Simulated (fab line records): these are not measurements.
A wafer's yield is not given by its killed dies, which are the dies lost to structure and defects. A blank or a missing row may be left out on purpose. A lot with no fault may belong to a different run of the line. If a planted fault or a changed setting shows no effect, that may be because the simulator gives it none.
fab line records    flow n5_finfet
record lots=11  wafers=33  last_day=18
route steps=1938 shown BEOL_M9@1448 PASSIVATION@1936
lots with no fault: from the same line, run without faults
start_h: start of the lot's first displayed wafer, in hours after the record's first day    wait_h: hours since the lot's step before    " unchanged from the row above    L1.1+2: one row covering several wafers at once    - no value, or no start was given    * or withheld: withheld    < > ~ a bound
route shown NAME@n: NAME is a module with steps in the file, n the number in the route of the first one    usual: mean/standard deviation taken from wafers without a fault    same: alike in all rows    chamber/n: place in a boat    sites: readings site by site    _std_site: the values' standard deviation    _edge_site: inner sites' mean taken away from outer sites' mean    radius_mm: how far each site lies from the wafer's centre    mask NAME#n: copy n    behind: the tool/chamber that last shaped the wafer    hold: why the lot went on hold/how many hours it stayed there/how the hold came to an end    device: which transistor (n, p or np) failed to switch    end of line: the same wafers' tests at the end of the route    a step without rows: its recipe alone    killed: the dies lost at the first sort to structure and to defects; this is not the yield of the wafer    map: the dies of a wafer, with x for killed, . for not killed, _ for no die there
set.NAME: the setting that was run; set.NAME@STEP: the one run at that earlier step    model.NAME: the simulator's own value behind a step, which no gauge read
steps of the route over a sample of lots; a table a step, a row a wafer
services: from which hour (start_h, from the record's first day; less than 0 if before it) a tool's chamber was out of use, for how many hours, and why
## steps
# step N5_BEOL_M9_STRIP_80
# recipe chemistry=N2/H2  time_s=10  power_w=450  temp_c=40  pressure_mtorr=20  rf_frequency_hz=6e+07  bias_power_w=7  n2_flow_sccm=200  h2_flow_sccm=200
# usual drypump_motor_current_A=5.8/0.38  oes_product_au=0.79/0.1  rf_vpp_V=59.3/0.87  showerhead_plenum_p_Torr=2.56/0.1  throttle_valve_pct=23.6/0.33
lot.wafer  tool         chamber  start_h  wait_h  drypump_motor_current_A  oes_product_au  rf_hours_counter_h  rf_vpp_V  showerhead_plenum_p_Torr  throttle_valve_pct
L876.3     rie_diel-06  1        -        -       5.8                      0.84            -                   59.4      2.59                      23.6
L876.4     "            1        "        "       5.8                      0.83            -                   61.4      2.59                      23.6
L876.5     "            1        "        "       5.8                      0.83            -                   59.9      2.59                      23.6
L877.2     rie_diel-05  3        -        -       5.8                      0.71            196                 59.6      2.63                      23.8
L877.5     "            0        "        "       5.5                      0.75            -                   59.0      2.43                      24.0
L877.6     "            1        "        "       6.1                      0.70            -                   58.7      2.41                      23.1
L882.3     rie_diel-05  1        -        -       6.1                      0.69            241                 57.8      2.40                      23.1
L882.4     "            3        "        "       5.8                      0.70            209                 60.0      2.63                      23.8
L882.5     "            0        "        "       5.5                      0.74            -                   59.7      2.43                      24.0
L881.3     rie_diel-05  3        -        -       5.8                      0.71            210                 60.4      2.63                      23.8
L881.4     "            1        "        "       6.1                      0.69            243                 59.3      2.40                      23.1
L881.6     "            1        "        "       6.1                      0.69            -                   59.0      2.40                      23.1
L884.2     rie_diel-05  0        -        -       5.5                      0.73            160                 59.5      2.43                      24.0
L884.3     "            2        "        "       5.6                      0.98            6                   61.3      2.59                      23.5
L884.6     "            1        "        "       6.1                      0.69            -                   59.8      2.40                      23.1
L887.1     rie_diel-01  0        -        -       5.5                      0.79            104                 59.0      2.67                      23.7
L887.4     "            1        "        "       6.3                      0.76            185                 59.7      2.63                      22.9
L887.6     "            3        "        "       5.7                      0.70            -                   58.8      2.61                      23.7
L890.1     rie_diel-06  3        -        -       6.3                      0.76            125                 57.9      2.56                      24.0
L890.3     "            0        "        "       4.9                      0.94            15                  60.6      2.69                      23.6
L890.4     "            1        "        "       5.8                      0.80            83                  58.1      2.58                      23.7
L889.1     rie_diel-05  2        -        -       5.6                      0.92            21                  58.6      2.59                      23.5
L889.4     "            2        "        "       5.6                      0.91            -                   59.6      2.59                      23.5
L889.5     "            0        "        "       5.5                      0.72            -                   58.1      2.42                      24.1
L897.1     rie_diel-01  2        -        -       6.3                      0.70            224                 60.2      2.41                      23.4
L897.3     "            0        "        "       5.4                      0.77            123                 61.1      2.66                      23.8
L897.4     "            3        "        "       5.7                      0.69            248                 59.1      2.60                      23.7
L898.1     rie_diel-05  1        -        -       6.1                      0.92            16                  60.9      2.71                      22.9
L898.3     "            0        "        "       5.5                      0.71            197                 58.4      2.41                      24.1
L898.5     "            3        "        "       5.8                      0.68            -                   61.0      2.61                      23.9
L899.1     rie_diel-01  1        -        -       6.3                      0.73            211                 58.5      2.62                      23.0
L899.3     "            2        "        "       6.3                      0.69            231                 59.5      2.41                      23.4
L899.5     "            2        "        "       6.4                      0.69            -                   59.6      2.41                      23.4
# step N5_BEOL_M9_SPUTTER_48
# recipe material=Cu  target_thk_a=120  temp_c=-20  bias_v=60  power_w=26000  chamber_pressure_pa=0.13  time_s=2
# usual bias_v=60.1/0.56  cathode_dc_power_W=26000/4.7  chamber_pressure_pa=0.13003/0.00024  throttle_valve_pct=30.1/1.2
lot.wafer  tool            chamber  start_h  wait_h  bias_v  cathode_dc_power_W  chamber_pressure_pa  throttle_valve_pct
L876.3     pvd_sputter-02  -        209.82   0.1     60.9    25999               0.12993              30.3
L876.4     "               -        "        "       59.0    25999               0.12998              29.0
L876.5     "               -        "        "       59.6    26006               0.13001              32.3
L877.2     pvd_sputter-02  -        214.97   0.3     59.5    25999               0.13018              29.1
L877.5     "               -        "        "       60.0    26003               0.13044              29.2
L877.6     "               -        "        "       59.8    25996               0.13001              30.5
L882.3     pvd_sputter-02  -        249.37   0.1     59.5    25997               0.13017              30.3
L882.4     "               -        "        "       59.5    26001               0.13028              30.1
L882.5     "               -        "        "       60.6    26001               0.12994              29.0
L881.3     pvd_sputter-01  -        254.56   0.1     59.3    25992               0.12988              30.1
L881.4     "               -        "        "       59.5    25991               0.12987              28.3
L881.6     "               -        "        "       59.5    26007               0.13024              30.2
L884.2     pvd_sputter-01  -        257.30   0.1     60.0    25999               0.13027              28.5
L884.3     "               -        "        "       60.1    25995               0.12976              30.1
L884.6     "               -        "        "       60.1    25994               0.13006              29.8
L887.1     pvd_sputter-01  -        292.23   0.4     60.2    30579               0.13046              30.2
L887.4     "               -        "        "       59.8    26014               0.12987              28.5
L887.6     "               -        "        "       61.3    25998               0.12981              30.4
L890.1     pvd_sputter-02  -        301.63   0.1     59.9    25999               0.12978              29.3
L890.3     "               -        "        "       60.4    25997               0.12986              29.7
L890.4     "               -        "        "       60.0    26002               0.13022              30.1
L889.1     pvd_sputter-01  -        306.75   0.1     60.6    25997               0.12982              28.1
L889.4     "               -        "        "       59.7    30584               0.13018              30.1
L889.5     "               -        "        "       60.0    26006               0.13021              30.0
L897.1     pvd_sputter-03  -        346.43   0.1     60.1    25995               0.13019              28.9
L897.3     "               -        "        "       60.8    26003               0.12988              30.8
L897.4     "               -        "        "       58.3    26005               0.12968              28.4
L898.1     pvd_sputter-02  -        364.84   0.3     60.6    25998               0.12995              32.4
L898.3     "               -        "        "       59.5    25997               0.1307               29.7
L898.5     "               -        "        "       59.2    25999               0.13071              30.1
L899.1     pvd_sputter-02  -        367.24   0.1     60.3    25993               0.13033              30.1
L899.3     "               -        "        "       60.6    26001               0.13006              30.3
L899.5     "               -        "        "       60.4    25995               0.13012              30.2
# step N5_BEOL_M9_ANNEAL_51
# recipe temp_c=225  time_s=90  ambient=N2
# usual wafer_temp_C_max=226.2/0.38
lot.wafer  tool           chamber  start_h  wait_h  wafer_temp_C_max
L876.3     rtp_anneal-02  0        210.21   0.2     227.1
L876.4     "              0        "        "       226.8
L876.5     "              0        "        "       226.6
L877.2     rtp_anneal-02  0        215.33   0.1     226.5
L877.5     "              0        "        "       225.8
L877.6     "              0        "        "       226.2
L882.3     rtp_anneal-01  0        249.97   0.4     226.0
L882.4     "              0        "        "       226.0
L882.5     "              0        "        "       226.1
L881.3     rtp_anneal-02  0        255.24   0.5     226.5
L881.4     "              0        "        "       226.3
L881.6     "              0        "        "       226.3
L884.2     rtp_anneal-01  0        257.70   0.2     226.0
L884.3     "              0        "        "       225.9
L884.6     "              0        "        "       225.5
L887.1     rtp_anneal-02  0        292.46   0.1     226.6
L887.4     "              0        "        "       226.5
L887.6     "              0        "        "       226.5
L890.1     rtp_anneal-01  0        302.28   0.5     225.6
L890.3     "              0        "        "       226.0
L890.4     "              0        "        "       226.0
L889.1     rtp_anneal-02  0        307.04   0.1     226.1
L889.4     "              0        "        "       225.8
L889.5     "              0        "        "       226.2
L897.1     rtp_anneal-01  0        346.65   0.1     225.8
L897.3     "              0        "        "       226.1
L897.4     "              0        "        "       225.6
L898.1     rtp_anneal-02  0        365.10   0.1     226.3
L898.3     "              0        "        "       225.8
L898.5     "              0        "        "       226.6
L899.1     rtp_anneal-01  0        367.56   0.2     225.9
L899.3     "              0        "        "       226.0
L899.5     "              0        "        "       226.1
# step N5_BEOL_M9_INSPECT_58
# recipe inspect_instrument=darkfield  mode=post_dep
# usual raw_defect_count=73/24
lot.wafer  tool               chamber  start_h  wait_h  raw_defect_count
L876.3     defect_inspect-01  -        210.89   0.0     71
L876.4     "                  -        "        "       100
L876.5     "                  -        "        "       89
L877.2     defect_inspect-01  -        216.05   0.0     49
L877.5     "                  -        "        "       90
L877.6     "                  -        "        "       77
L882.3     defect_inspect-02  -        250.63   0.0     72
L882.4     "                  -        "        "       83
L882.5     "                  -        "        "       99
L881.3     defect_inspect-02  -        255.92   0.0     48
L881.4     "                  -        "        "       47
L881.6     "                  -        "        "       60
L884.2     defect_inspect-02  -        258.42   0.0     69
L884.3     "                  -        "        "       52
L884.6     "                  -        "        "       65
L887.1     defect_inspect-02  -        293.30   0.0     90
L887.4     "                  -        "        "       85
L887.6     "                  -        "        "       91
L890.1     defect_inspect-01  -        303.03   0.0     135
L890.3     "                  -        "        "       75
L890.4     "                  -        "        "       72
L889.1     defect_inspect-02  -        307.79   0.0     75
L889.4     "                  -        "        "       51
L889.5     "                  -        "        "       57
L897.1     defect_inspect-02  -        347.40   0.0     56
L897.3     "                  -        "        "       46
L897.4     "                  -        "        "       48
L898.1     defect_inspect-02  -        365.87   0.0     87
L898.3     "                  -        "        "       59
L898.5     "                  -        "        "       107
L899.1     defect_inspect-02  -        368.54   0.0     52
L899.3     "                  -        "        "       70
L899.5     "                  -        "        "       39
# step N5_PASSIVATION_PROBE_49
# usual defect_limited_yield=90.9/1.4  killed_at_M0_to_M3=37/12  killed_at_M4_up=14/5.3  killed_at_contacts=12/6.2  killed_at_front_end=41/11  killed_at_other=3.7/2.9  killed_dies=107/17  killed_open=71/12  killed_short=34/7.9  sort_bin_5_function=5.3/0.95  sort_bin_6_memory=3.4/0.7  sort_bin_8_speed=0.00/0.0099  sort_n_pass=1073/17  sort_yield_pct=90.9/1.5
# same gross_dies=1180  killed_at_back_side=0  sort_bin_4_leakage[%]=0
lot.wafer  tool       chamber  start_h  wait_h  defect_limited_yield[%]  killed_at_M0_to_M3  killed_at_M4_up  killed_at_contacts  killed_at_front_end  killed_at_other  killed_dies  killed_open  killed_short  sort_bin_5_function[%]  sort_bin_6_memory[%]  sort_bin_8_speed[%]  sort_n_pass  sort_yield_pct[%]
L881.3     prober-01  -        313.30   0.1     88.7                     44                  10               10                  65                   4                133          84           45            6.3                     4.2                   0                    1047         88.7
L881.4     prober-01  -        313.35   0.2     93.0                     20                  12               15                  35                   1                83           49           30            4.2                     2.1                   0                    1097         93.0
L881.6     prober-01  -        313.45   0.3     92.4                     29                  6                16                  38                   1                90           55           33            4.9                     2.6                   0                    1090         92.4
L890.1     prober-02  -        366.66   0.0     90.3                     57                  12               15                  29                   2                115          81           33            6.1                     3.4                   0                    1065         90.3
L890.3     prober-02  -        366.76   0.1     91.4                     49                  16               8                   27                   2                102          69           33            4.9                     3.6                   0                    1078         91.4
L890.4     prober-02  -        366.81   0.2     91.3                     61                  19               7                   16                   0                103          77           26            4.9                     3.6                   0                    1077         91.3
L889.1     prober-01  -        369.45   0.4     89.9                     18                  18               9                   68                   6                119          78           36            6.4                     3.2                   0.08                 1061         89.9
L889.4     prober-01  -        369.60   0.6     92.3                     29                  12               3                   39                   8                91           63           26            4.1                     3.5                   0                    1089         92.3
L889.5     prober-01  -        369.65   0.6     93.2                     26                  20               4                   28                   2                80           60           16            3.3                     3.0                   0                    1100         93.2
L897.1     prober-01  -        403.41   0.0     90.2                     34                  13               6                   62                   1                116          72           41            5.4                     3.8                   0                    1064         90.2
L897.3     prober-01  -        403.51   0.1     91.4                     43                  16               16                  23                   4                102          63           38            5.3                     3.0                   0                    1078         91.4
L897.4     prober-01  -        403.56   0.2     90.3                     52                  10               13                  39                   1                115          72           42            5.3                     4.2                   0                    1065         90.3
# killed by level:class
L881.3 STI_FIN_REVEAL:geometric_particle:open=26 BEOL_M0_SAQP:geometric_particle:short=10 MOL_CONTACT_COAG:geometric_particle:open=9 BEOL_M0_SAQP:geometric_particle:open=8 BEOL_M1:geometric_particle:open=8 FIN_SAQP:geometric_particle:open=5 STI_FIN_REVEAL:geometric_particle:short=5 DUMMY_GATE:geometric_particle:open=5
L881.4 MOL_CONTACT_COAG:geometric_particle:open=11 STI_FIN_REVEAL:geometric_particle:open=7 BEOL_M0_SAQP:geometric_particle:short=7 BEOL_M0_SAQP:geometric_particle:open=6 DUMMY_GATE:geometric_particle:open=5 BEOL_M5:geometric_particle:open=5 MOL_CONTACT_COAG:geometric_particle:short=4 HKMG_FIN:area_etch=4
L881.6 MOL_CONTACT_COAG:geometric_particle:open=13 BEOL_M1:geometric_particle:open=13 STI_FIN_REVEAL:geometric_particle:open=10 GATE_CUT:geometric_particle:short=6 BEOL_M0_SAQP:geometric_particle:short=5 BEOL_M1:geometric_particle:short=5 BEOL_M0_SAQP:geometric_particle:open=4 STARTING-WAFER:geometric_particle:open=4
L890.1 MOL_CONTACT_COAG:geometric_particle:open=14 BEOL_M0:geometric_particle:open=12 BEOL_M0_SAQP:geometric_particle:short=9 BEOL_M2:geometric_particle:open=7 BEOL_M0_SAQP:geometric_particle:open=7 BEOL_M1:geometric_particle:open=7 FIN_SAQP:geometric_particle:open=5 GATE_CUT:geometric_particle:short=5
L890.3 BEOL_M2:geometric_particle:open=11 BEOL_M4:geometric_particle:open=9 BEOL_M0:geometric_particle:open=7 STI_FIN_REVEAL:geometric_particle:open=6 GATE_CUT:geometric_particle:open=6 BEOL_M0_SAQP:geometric_particle:short=6 MOL_CONTACT_COAG:geometric_particle:open=5 BEOL_M1:geometric_particle:short=5
L890.4 BEOL_M1:geometric_particle:open=14 BEOL_M0_SAQP:geometric_particle:open=13 BEOL_M2:geometric_particle:open=10 MOL_CONTACT_COAG:geometric_particle:open=7 BEOL_M0:geometric_particle:open=6 BEOL_M4:geometric_particle:open=6 BEOL_M3:geometric_particle:open=5 BEOL_M6:geometric_particle:open=4
L889.1 STI_FIN_REVEAL:geometric_particle:open=14 FIN_SAQP:geometric_particle:short=13 FIN_SAQP:geometric_particle:open=8 DUMMY_GATE:geometric_particle:open=8 STARTING-WAFER:geometric_particle:open=8 BEOL_M4:geometric_particle:open=5 MOL_CONTACT_COAG:geometric_particle:open=5 BEOL_M1:geometric_particle:open=5
L889.4 BEOL_M2:geometric_particle:open=16 FIN_SAQP:geometric_particle:open=11 STI_FIN_REVEAL:geometric_particle:open=6 ILD0:geometric_particle:open=6 BEOL_M4:geometric_particle:open=6 BEOL_M1:geometric_particle:open=5 FIN_SAQP:geometric_particle:short=4 BEOL_M0_SAQP:geometric_particle:short=4
L889.5 BEOL_M4:geometric_particle:open=12 FIN_SAQP:geometric_particle:open=9 STI_FIN_REVEAL:geometric_particle:open=7 BEOL_M2:geometric_particle:open=7 BEOL_M3:geometric_particle:open=5 MOL_CONTACT_COAG:geometric_particle:open=4 BEOL_M0_SAQP:geometric_particle:open=3 BEOL_M1:geometric_particle:open=3
L897.1 FIN_SAQP:geometric_particle:open=22 FIN_SAQP:geometric_particle:short=12 GATE_CUT:geometric_particle:short=9 BEOL_M0_SAQP:geometric_particle:open=7 BEOL_M1:geometric_particle:open=7 BEOL_M3:geometric_particle:short=6 BEOL_M4:geometric_particle:open=6 BEOL_M2:geometric_particle:open=5
L897.3 MOL_CONTACT_COAG:geometric_particle:open=12 BEOL_M4:geometric_particle:open=9 BEOL_M1:geometric_particle:open=8 BEOL_M0_SAQP:geometric_particle:short=8 BEOL_M2:geometric_particle:open=7 BEOL_M0_SAQP:geometric_particle:open=6 BEOL_M3:geometric_particle:short=6 FIN_SAQP:geometric_particle:short=5
L897.4 BEOL_M0_SAQP:geometric_particle:open=16 BEOL_M1:geometric_particle:open=12 FIN_SAQP:geometric_particle:open=11 MOL_CONTACT_COAG:geometric_particle:open=11 BEOL_M3:geometric_particle:short=8 BEOL_M0_SAQP:geometric_particle:short=7 FIN_SAQP:geometric_particle:short=6 BEOL_M1:geometric_particle:short=6
## services
tool            chamber  start_h  hours  kind
rie_diel-06     2        201.30   23.7   repair
rie_diel-06     3        202.27   7.3    repair
rie_diel-01     -        211.73   3.2    repair
rie_diel-05     2        220.81   -      clean
rie_diel-05     2        220.81   -      consumable_replace:focus_ring
rie_diel-05     2        220.81   17.9   scheduled_down
rie_diel-05     2        220.81   17.9   vent_cycle
pvd_sputter-01  -        231.67   2.2    repair
pvd_sputter-01  -        236.50   2.7    repair
rie_diel-01     -        243.61   0.2    repair
rie_diel-06     0        271.64   2.8    repair
rie_diel-05     1        280.56   -      clean
rie_diel-05     1        280.56   -      consumable_replace:focus_ring
rie_diel-05     1        280.56   -      consumable_replace:showerhead
rie_diel-05     1        280.56   29.9   scheduled_down
rie_diel-05     1        280.56   29.9   vent_cycle
rie_diel-05     2        296.80   2.9    repair
rie_diel-06     3        316.56   4.0    repair
rie_diel-06     -        325.45   14.6   pm
rie_diel-01     -        336.07   0.2    repair
pvd_sputter-01  -        339.12   1.2    repair
rie_diel-01     0        347.03   9.4    repair
rie_diel-01     3        356.46   -      clean
rie_diel-05     1        366.67   2.3    repair
## key
first_sign step=N5_BEOL_M9_SPUTTER_48  reading=cathode_dc_power_W  direction=up  sigmas=99+  usual=*  struck=*
effect none on later readings
met_at N5_BEOL_M9_SPUTTER_48
struck_lots L887,L889
struck_wafers L887.1,L889.4
not_acting_at N5_BEOL_M9_STRIP_80,N5_BEOL_M9_ANNEAL_51,N5_BEOL_M9_INSPECT_58
onset_between 257.30 292.23
fault kind=process_parameter_drift  tool=pvd_sputter-01  chamber=-  onset_h=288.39  steps=N5_BEOL_M9_SPUTTER_48  channel=power_w  offset=*  shape=step  end_h=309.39  acts_in=*  stated=*  scope=struck_wafers_only
